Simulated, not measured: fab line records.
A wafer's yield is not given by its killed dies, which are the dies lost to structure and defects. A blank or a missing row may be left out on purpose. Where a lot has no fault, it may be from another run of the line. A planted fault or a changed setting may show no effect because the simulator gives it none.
A struck lot beside a sound one -- flow nand harc -- 16 steps out of a route of 1302
Sound: the wafers L762.1, L762.3, L762.6. Struck: wafer L757.4 (left out: L757.5, L757.6 of the same lot, which were not struck); the cause appears at the end.
Each step with rows lists, per side, the tool, then ch with its chambers, then its first start. Under that, the readings that differ: sound wafers -- struck wafers -- difference of the means -- sigmas: that difference in standard deviations of wafers without a fault.
alike: readings whose means differ by less than 2 such deviations, and words and numbers that are the same on both sides. not compared: withheld readings, readings that some wafer has no value for, bounds like >300 that may hide the same value, and numbers for which the record gives no deviation and whose values overlap.
Wherever a step has rows on one side only, a row that says differs or no value, or a row with sigmas, the two part there. When numbers do not overlap yet have no deviation, they are printed without sigmas and do not part them. Lack of a reading on every wafer of one side parts them only where that side has two or more wafers.

NHARC_A_ONON_D2_THK_MEAS_11: measures by ellipsometry.
  struck on film metro-02, day 15 10:24; sound on film metro-02, day 18 11:14
  alike: thk nm
then, no rows for these wafers at 1 step: NHARC_A_ONON_D2_DEP_12 (target thk 1000 nm).
NHARC_A_ONON_D2_THK_MEAS_14: measures by ellipsometry.
  struck on film metro-01, day 15 10:59; sound on film metro-02, day 18 11:49
  alike: thk nm
then, 2 steps without rows for these wafers: NHARC_A_ONON_D2_ANNEAL_15 (time 3600 s); NHARC_A_ONON_D2_DEP_16 (target thk 1000 nm).
NHARC_A_ONON_D2_THK_MEAS_18: measures by ellipsometry.
  struck on film metro-01, day 15 18:47; sound on film metro-02, day 18 20:03
reading,sound,struck,difference,sigmas
thk nm (nm),994 994 994,1016,+22,+3
then, no rows for these wafers at 1 step: NHARC_A_ONON_D2_DEP_19 (target thk 1000 nm).
NHARC_A_ONON_D2_THK_MEAS_21: measures by ellipsometry.
  struck on film metro-02, day 15 19:21; sound on film metro-01, day 18 20:44
  alike: thk nm
then, no rows for these wafers at 1 step: NHARC_A_ONON_D2_DEP_22 (target thk 1000 nm).
NHARC_A_ONON_D2_THK_MEAS_24: measures by ellipsometry.
  struck on film metro-01, day 15 19:55; sound on film metro-02, day 18 21:19
  alike: thk nm
then, no rows for these wafers at 1 step: NHARC_A_ONON_D2_DEP_25 (target thk 1000 nm).
NHARC_A_ONON_D2_THK_MEAS_27: measures by ellipsometry.
  struck on film metro-02, day 15 20:29; sound on film metro-01, day 18 21:52
  alike: thk nm
NHARC_A_ONON_D2_DEP_28: target thk 1000 nm.
  sound on pecvd onon-01 ch 0, day 18 21:56; struck on pecvd onon-03 ch 0, day 15 20:43
NHARC_A_ONON_D2_THK_MEAS_30: measures by ellipsometry.
  struck on film metro-01, day 15 21:03; sound on film metro-02, day 18 22:26
reading,sound,struck,difference,sigmas
thk nm (nm),995 995 996,611,-384,-38
NHARC_A_ONON_D2_DEP_33: deposits SiO2, target thk 200 nm.
  sound on pecvd-03 ch 1,2, day 18 22:32; struck on pecvd-03 ch 1, day 15 21:14
reading,sound,struck,difference,sigmas
heater power w (W),652 558 685,457,-175,-2
  alike: showerhead vpp V, throttle valve pct
  not compared: since wet clean h
-- jump in the record: it breaks off in module A_ONON_D2 and resumes in module END (first step shown: number 1302 of the route), and 11 days separate the struck wafers' starts before and after --
NHARC_END_SORT_01:
  sound on prober-02 ch 0, day 30 12:40; struck on prober-01 ch 0, day 27 05:57
reading,sound,struck,difference,sigmas
killed at array,52 53 56,676,+622,+39
killed dies,55 58 59,677,+620,+39
  alike: killed at other, killed at periphery, killed open, killed short

WHERE THEY PART
First at NHARC_A_ONON_D2_THK_MEAS_18; last, within this record, at NHARC_END_SORT_01.

WHY: what the simulator had put in
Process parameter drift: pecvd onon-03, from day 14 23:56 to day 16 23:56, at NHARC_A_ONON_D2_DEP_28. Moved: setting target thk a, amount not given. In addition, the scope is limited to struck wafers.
